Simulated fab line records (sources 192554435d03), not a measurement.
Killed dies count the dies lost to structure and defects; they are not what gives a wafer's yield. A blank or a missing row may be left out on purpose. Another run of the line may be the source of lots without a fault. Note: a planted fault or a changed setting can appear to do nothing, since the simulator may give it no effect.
The tool behind it: which one? / flow n5 finfet / 12 lots, 36 wafers sampled, at 4 steps of a route of 1938

== WHAT THE GAUGES SHOWED, per wafer ==
N5_BEOL_M9_CD_MEAS_35: target cd 70 nm, target cd y 40 nm. Usual: 70.1 nm for cd nm, sd 0.51.
lot=L768; measured=day 9 17:33; on=cd sem-01; cd nm (nm)=70.2 70.6 70.6; flag=
lot=L769; measured=day 9 17:42; on=cd sem-01; cd nm (nm)=70.5 70.6 70.7; flag=
lot=L771; measured=day 9 22:36; on=cd sem-01; cd nm (nm)=69.6 69.8 70.0; flag=
lot=L773; measured=day 10 16:15; on=cd sem-03; cd nm (nm)=70.6 70.2 70.7; flag=
lot=L774; measured=day 10 17:46; on=cd sem-01; cd nm (nm)=70.0 69.4 69.7; flag=
lot=L779; measured=day 12 09:09; on=cd sem-03; cd nm (nm)=70.4 70.6 70.5; flag=
lot=L781; measured=day 12 17:11; on=cd sem-02; cd nm (nm)=69.9 69.8 69.2; flag=
lot=L783; measured=day 13 08:51; on=cd sem-03; cd nm (nm)=70.0 69.3 68.5; flag=
lot=L784; measured=day 13 09:05; on=cd sem-03; cd nm (nm)=68.9 69.1 69.5; flag=
lot=L786; measured=day 14 14:54; on=cd sem-02; cd nm (nm)=69.8 70.6 70.5; flag=
lot=L788; measured=day 14 19:02; on=cd sem-01; cd nm (nm)=70.2 70.0 69.7; flag=
lot=L791; measured=day 16 00:07; on=cd sem-01; cd nm (nm)=69.5 70.1 70.0; flag=

N5_BEOL_M9_RS_MEAS_57: the measuring method here is four-point-probe. Usual: M9_RS gives 0.152 ohm/sq (standard deviation 0.0032).
lot=L768; measured=day 9 21:39; on=film metro-02; M9_RS (ohm/sq)=0.149 0.154 0.152; flag=
lot=L769; measured=day 9 22:05; on=film metro-01; M9_RS (ohm/sq)=0.153 0.156 0.154; flag=
lot=L771; measured=day 10 01:13; on=film metro-02; M9_RS (ohm/sq)=0.152 0.159 0.151; flag=
lot=L773; measured=day 10 19:09; on=film metro-02; M9_RS (ohm/sq)=0.150 0.157 0.155; flag=
lot=L774; measured=day 10 20:14; on=film metro-02; M9_RS (ohm/sq)=0.146 0.151 0.149; flag=
lot=L779; measured=day 12 12:19; on=film metro-02; M9_RS (ohm/sq)=0.153 0.150 0.148; flag=
lot=L781; measured=day 12 19:25; on=film metro-02; M9_RS (ohm/sq)=0.151 0.154 0.153; flag=
lot=L783; measured=day 13 11:34; on=film metro-01; M9_RS (ohm/sq)=0.154 0.147 0.155; flag=
lot=L784; measured=day 13 11:50; on=film metro-02; M9_RS (ohm/sq)=0.148 0.147 0.155; flag=
lot=L786; measured=day 14 17:05; on=film metro-01; M9_RS (ohm/sq)=0.145 0.147 0.148; flag=
lot=L788; measured=day 14 21:36; on=film metro-01; M9_RS (ohm/sq)=0.152 0.150 0.153; flag=
lot=L791; measured=day 16 03:09; on=film metro-02; M9_RS (ohm/sq)=0.152 0.153 0.151; flag=

== WHICH TOOL RAN EACH LOT (tool, then ch and the chambers of the sampled wafers, then the start) ==
lot=L768; N5_BEOL_M9_SPUTTER_48=pvd sputter-03, day 9 20:26; N5_BEOL_M9_DEP_56=pecvd-02 ch 0,1, day 9 21:35
lot=L769; N5_BEOL_M9_SPUTTER_48=pvd sputter-03, day 9 21:08; N5_BEOL_M9_DEP_56=pecvd-03 ch 0,1,2, day 9 22:01
lot=L771; N5_BEOL_M9_SPUTTER_48=pvd sputter-03, day 9 23:59; N5_BEOL_M9_DEP_56=pecvd-02 ch 0,1,2, day 10 01:09
lot=L773; N5_BEOL_M9_SPUTTER_48=pvd sputter-02, day 10 18:03; N5_BEOL_M9_DEP_56=pecvd-02 ch 0,2, day 10 19:04
lot=L774; N5_BEOL_M9_SPUTTER_48=pvd sputter-02, day 10 18:58; N5_BEOL_M9_DEP_56=pecvd-02 ch 0,1,2, day 10 20:09
lot=L779; N5_BEOL_M9_SPUTTER_48=pvd sputter-03, day 12 11:07; N5_BEOL_M9_DEP_56=pecvd-02 ch 0,2, day 12 12:14
lot=L781; N5_BEOL_M9_SPUTTER_48=pvd sputter-02, day 12 18:18; N5_BEOL_M9_DEP_56=pecvd-03 ch 1,2, day 12 19:20
lot=L783; N5_BEOL_M9_SPUTTER_48=pvd sputter-02, day 13 10:17; N5_BEOL_M9_DEP_56=pecvd-03 ch 0,1, day 13 11:29
lot=L784; N5_BEOL_M9_SPUTTER_48=pvd sputter-02, day 13 10:26; N5_BEOL_M9_DEP_56=pecvd-02 ch 0,1,2, day 13 11:46
lot=L786; N5_BEOL_M9_SPUTTER_48=pvd sputter-03, day 14 16:07; N5_BEOL_M9_DEP_56=pecvd-01 ch 0,1,2, day 14 17:02
lot=L788; N5_BEOL_M9_SPUTTER_48=pvd sputter-01, day 14 20:14; N5_BEOL_M9_DEP_56=pecvd-02 ch 0,1, day 14 21:32
lot=L791; N5_BEOL_M9_SPUTTER_48=pvd sputter-01, day 16 01:21; N5_BEOL_M9_DEP_56=pecvd-01 ch 0,1,2, day 16 03:05
- N5_BEOL_M9_SPUTTER_48: material Cu, target thk 12 nm, time 2 s.
- N5_BEOL_M9_DEP_56: deposits SiCN from 3MS/NH3, target thk 15 nm, time 26.5 s.

== AS READ BY THE TOOLS THEMSELVES (means over the sampled wafers that have a number; for cases with no such wafer, the mark the record gives instead) ==
N5_BEOL_M9_SPUTTER_48. Usual: cathode dc power W 26000 W, standard deviation 4.8; throttle valve pct 30.8 %, standard deviation 0.79.
lot=L768; tool=pvd sputter-03; cathode dc power W (W)=25999; throttle valve pct (%)=30.8; flag=
lot=L769; tool=pvd sputter-03; cathode dc power W (W)=26002; throttle valve pct (%)=30.3; flag=
lot=L771; tool=pvd sputter-03; cathode dc power W (W)=26000; throttle valve pct (%)=30.2; flag=
lot=L773; tool=pvd sputter-02; cathode dc power W (W)=26006; throttle valve pct (%)=30.9; flag=
lot=L774; tool=pvd sputter-02; cathode dc power W (W)=26001; throttle valve pct (%)=30.8; flag=
lot=L779; tool=pvd sputter-03; cathode dc power W (W)=25997; throttle valve pct (%)=30.7; flag=
lot=L781; tool=pvd sputter-02; cathode dc power W (W)=20579; throttle valve pct (%)=30.8; flag=OFF
lot=L783; tool=pvd sputter-02; cathode dc power W (W)=20576; throttle valve pct (%)=30.8; flag=OFF
lot=L784; tool=pvd sputter-02; cathode dc power W (W)=20575; throttle valve pct (%)=30.8; flag=OFF
lot=L786; tool=pvd sputter-03; cathode dc power W (W)=26002; throttle valve pct (%)=29.7; flag=
lot=L788; tool=pvd sputter-01; cathode dc power W (W)=26001; throttle valve pct (%)=30.6; flag=
lot=L791; tool=pvd sputter-01; cathode dc power W (W)=25999; throttle valve pct (%)=31.5; flag=

N5_BEOL_M9_DEP_56. Usual: showerhead plenum p Torr 3.671 Torr, standard deviation 0.011; throttle valve pct 9.1 %, standard deviation 0.41.
lot=L768; tool=pecvd-02; showerhead plenum p Torr (Torr)=3.680; throttle valve pct (%)=8.8; flag=
lot=L769; tool=pecvd-03; showerhead plenum p Torr (Torr)=3.677; throttle valve pct (%)=9.3; flag=
lot=L771; tool=pecvd-02; showerhead plenum p Torr (Torr)=3.668; throttle valve pct (%)=9.0; flag=
lot=L773; tool=pecvd-02; showerhead plenum p Torr (Torr)=3.667; throttle valve pct (%)=9.1; flag=
lot=L774; tool=pecvd-02; showerhead plenum p Torr (Torr)=3.677; throttle valve pct (%)=8.8; flag=
lot=L779; tool=pecvd-02; showerhead plenum p Torr (Torr)=3.669; throttle valve pct (%)=9.2; flag=
lot=L781; tool=pecvd-03; showerhead plenum p Torr (Torr)=3.676; throttle valve pct (%)=9.0; flag=
lot=L783; tool=pecvd-03; showerhead plenum p Torr (Torr)=3.677; throttle valve pct (%)=9.9; flag=
lot=L784; tool=pecvd-02; showerhead plenum p Torr (Torr)=3.676; throttle valve pct (%)=8.9; flag=
lot=L786; tool=pecvd-01; showerhead plenum p Torr (Torr)=3.659; throttle valve pct (%)=9.0; flag=
lot=L788; tool=pecvd-02; showerhead plenum p Torr (Torr)=3.680; throttle valve pct (%)=9.1; flag=
lot=L791; tool=pecvd-01; showerhead plenum p Torr (Torr)=3.659; throttle valve pct (%)=9.1; flag=

== THE ANSWER, worked out from the rows above alone ==
Rule: a lot is off if the mean of its wafers that have a number lies more than 3 standard deviations from the usual mean. Also off: a lot with no number at a reading for which 4 or more lots have one. All remaining lots with rows at the step are treated as sound. The gauges are gone through in route order, then the tools' own readings, and for those a lot's mean is taken as printed above. The first step at which some lot is off is used, and at that step the reading that is off furthest; a lot without a number counts as furthest.
Off: L781, L783, L784, at N5_BEOL_M9_SPUTTER_48 (cathode dc power W).
A tool fits if, at that step or a process step before it, it ran every lot that is off, and no sound lot after the first of them. One fits: pvd sputter-02 at N5_BEOL_M9_SPUTTER_48. Its last sound lot is L774 (day 10 18:58), its first lot that is off L781 (day 12 18:18): a fault that began between those two fits.
The tool's own readings at N5_BEOL_M9_SPUTTER_48 bear it out: on the lots that are off they differ by more than 5 times the standard deviation of the sound lots' means. cathode dc power W reads 20577 W there against 26001 W on the sound lots.

== WHAT THE SIMULATOR HAD INSERTED ==
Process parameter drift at N5_BEOL_M9_SPUTTER_48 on pvd sputter-02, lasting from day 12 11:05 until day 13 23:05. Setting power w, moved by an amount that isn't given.
Shown lots that were struck: L781, L783, L784. The rule given above showed the same thing.
